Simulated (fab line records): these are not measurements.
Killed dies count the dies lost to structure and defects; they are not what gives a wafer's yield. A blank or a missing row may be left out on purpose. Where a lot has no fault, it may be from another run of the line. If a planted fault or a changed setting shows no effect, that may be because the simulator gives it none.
Shared-tool check + flow nand_harc + 33 wafers sampled across 11 lots

== REASON FOR OPENING ==
Flagged at NHARC_A_M0_CD_MEAS_09: reading cd_nm, on 2 of 11 lots. Fault-free wafers read 80.1 nm, with a standard deviation of 0.58.
Rule: a lot is flagged when every wafer of it that has a number lies more than 4 standard deviations from that mean, or none has a number. The rest of the lots are taken to be sound.

| lot  | measured     | on        | cd_nm (nm), wafer by wafer | flag    |
|------|--------------|-----------|----------------------------|---------|
| L520 | day 17 23:00 | cd_sem-03 | 81.5 81.5 81.2             |         |
| L521 | day 17 23:38 | cd_sem-03 | 80.6 79.3 80.5             |         |
| L523 | day 18 08:57 | cd_sem-03 | 79.5 80.1 79.5             |         |
| L524 | day 18 14:54 | cd_sem-03 | 79.5 79.7 79.5             |         |
| L527 | day 19 09:55 | cd_sem-01 | 80.3 80.3 79.4             |         |
| L528 | day 19 17:25 | cd_sem-02 | 80.8 80.2 80.6             |         |
| L529 | day 19 17:51 | cd_sem-01 | 80.3 80.0 79.3             |         |
| L530 | day 20 01:31 | cd_sem-03 | 79.7 80.0 80.4             |         |
| L536 | day 21 14:35 | cd_sem-03 | 75.7 76.1 75.5             | FLAGGED |
| L537 | day 21 18:54 | cd_sem-01 | 76.4 76.6 76.6             | FLAGGED |
| L542 | day 22 18:10 | cd_sem-02 | 79.7 80.5 79.9             |         |
Average over the flagged lots: 76.2 nm; offset from the usual -3.9 nm, equal to -7 standard deviations.

== EACH LOT AND THE TOOL IT RAN ON ==
Before the reading, the record contains 3 process steps out of a 1159-step route. In each cell: the tool, then ch and the chambers that the sampled wafers went through, then the start.
| lot  | flag    | NHARC_A_BLC_CVD_24                       | NHARC_A_BLC_CMP_25            | NHARC_A_M0_EXPOSE_06               |
|------|---------|------------------------------------------|-------------------------------|------------------------------------|
| L520 |         | cvd_w-01 ch 0,1, day 17 21:41 or earlier | cmp-02 ch 0,2,3, day 17 21:41 | arfi_scanner-01 ch 0, day 17 22:52 |
| L521 |         | cvd_w-02 ch 0,1, day 17 22:18 or earlier | cmp-04 ch 1,2,3, day 17 22:18 | arfi_scanner-02 ch 0, day 17 23:30 |
| L523 |         | cvd_w-01 ch 0,1, day 18 07:46 or earlier | cmp-04 ch 1,2, day 18 07:46   | arfi_scanner-02 ch 0, day 18 08:49 |
| L524 |         | cvd_w-02 ch 0,1, day 18 13:45 or earlier | cmp-04 ch 0,1,3, day 18 13:45 | arfi_scanner-01 ch 0, day 18 14:46 |
| L527 |         | cvd_w-02 ch 1, day 19 08:40 or earlier   | cmp-01 ch 0,1,2, day 19 08:40 | arfi_scanner-02 ch 0, day 19 09:47 |
| L528 |         | cvd_w-02 ch 0,1, day 19 16:08 or earlier | cmp-02 ch 0,1,3, day 19 16:08 | arfi_scanner-03 ch 0, day 19 17:17 |
| L529 |         | cvd_w-02 ch 0, day 19 16:32 or earlier   | cmp-01 ch 1,3, day 19 16:32   | arfi_scanner-02 ch 0, day 19 17:43 |
| L530 |         | cvd_w-02 ch 0,1, day 20 00:15 or earlier | cmp-01 ch 0,2,3, day 20 00:15 | arfi_scanner-03 ch 0, day 20 01:22 |
| L536 | FLAGGED | cvd_w-02 ch 0, day 21 13:19 or earlier   | cmp-01 ch 2,3, day 21 13:19   | arfi_scanner-02 ch 0, day 21 14:27 |
| L537 | FLAGGED | cvd_w-01 ch 0,1, day 21 17:45 or earlier | cmp-02 ch 0,1,3, day 21 17:45 | arfi_scanner-02 ch 0, day 21 18:46 |
| L542 |         | cvd_w-02 ch 1, day 22 16:59 or earlier   | cmp-04 ch 0,2,3, day 22 16:59 | arfi_scanner-03 ch 0, day 22 18:02 |
What the steps here do:
- NHARC_A_BLC_CVD_24: deposits W, target thk 150 nm, time 434 s.
- NHARC_A_BLC_CMP_25: polishes, t overpolish 30 s, target thk 150 nm.
- NHARC_A_M0_EXPOSE_06: exposes mask A M0, target cd 80 nm.
- NHARC_A_M0_CD_MEAS_09: target cd 80 nm.

== FLAGGED OVER TOTAL, TOOL BY TOOL (the gauges that took the reading come last) ==
| step                  | tool            | lots run | flagged | share of the flagged lots | sound lots run after its first flagged lot |
|-----------------------|-----------------|----------|---------|---------------------------|--------------------------------------------|
| NHARC_A_BLC_CVD_24    | cvd_w-01        | 3        | 1       | some                      | 0                                          |
| NHARC_A_BLC_CVD_24    | cvd_w-02        | 8        | 1       | some                      | 1 (L542)                                   |
| NHARC_A_BLC_CMP_25    | cmp-01          | 4        | 1       | some                      | 0                                          |
| NHARC_A_BLC_CMP_25    | cmp-02          | 3        | 1       | some                      | 0                                          |
| NHARC_A_BLC_CMP_25    | cmp-04          | 4        | 0       | none                      | -                                          |
| NHARC_A_M0_EXPOSE_06  | arfi_scanner-01 | 2        | 0       | none                      | -                                          |
| NHARC_A_M0_EXPOSE_06  | arfi_scanner-02 | 6        | 2       | all                       | 0                                          |
| NHARC_A_M0_EXPOSE_06  | arfi_scanner-03 | 3        | 0       | none                      | -                                          |
| NHARC_A_M0_CD_MEAS_09 | cd_sem-01       | 3        | 1       | some                      | 0                                          |
| NHARC_A_M0_CD_MEAS_09 | cd_sem-02       | 2        | 0       | none                      | -                                          |
| NHARC_A_M0_CD_MEAS_09 | cd_sem-03       | 6        | 1       | some                      | 0                                          |
With no start given for some of its lots, NHARC_A_BLC_CVD_24 uses the hours and lot order of NHARC_A_BLC_CMP_25.

== WHAT THE TABLE PERMITS ==
All flagged lots share 1 row of the table, namely arfi_scanner-02 at NHARC_A_M0_EXPOSE_06.
- arfi_scanner-02 at NHARC_A_M0_EXPOSE_06 ran 6 lots, 2 of them flagged. Its last sound lot is L529 (day 19 17:43), its first flagged lot L536 (day 21 14:27): a fault that began between those two fits. Its own readings lie more than 4 standard deviations out on every wafer of the flagged lots: exposure_dose_mJ_cm2.
One tool is left: arfi_scanner-02 at NHARC_A_M0_EXPOSE_06.

== WHAT THE SIMULATOR HAD INSERTED ==
Drift in process parameters on arfi_scanner-02 at NHARC_A_M0_EXPOSE_06, starting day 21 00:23. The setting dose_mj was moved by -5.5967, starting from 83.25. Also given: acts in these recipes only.
Struck lots among those shown: L536, L537. The rule above reached the same finding.
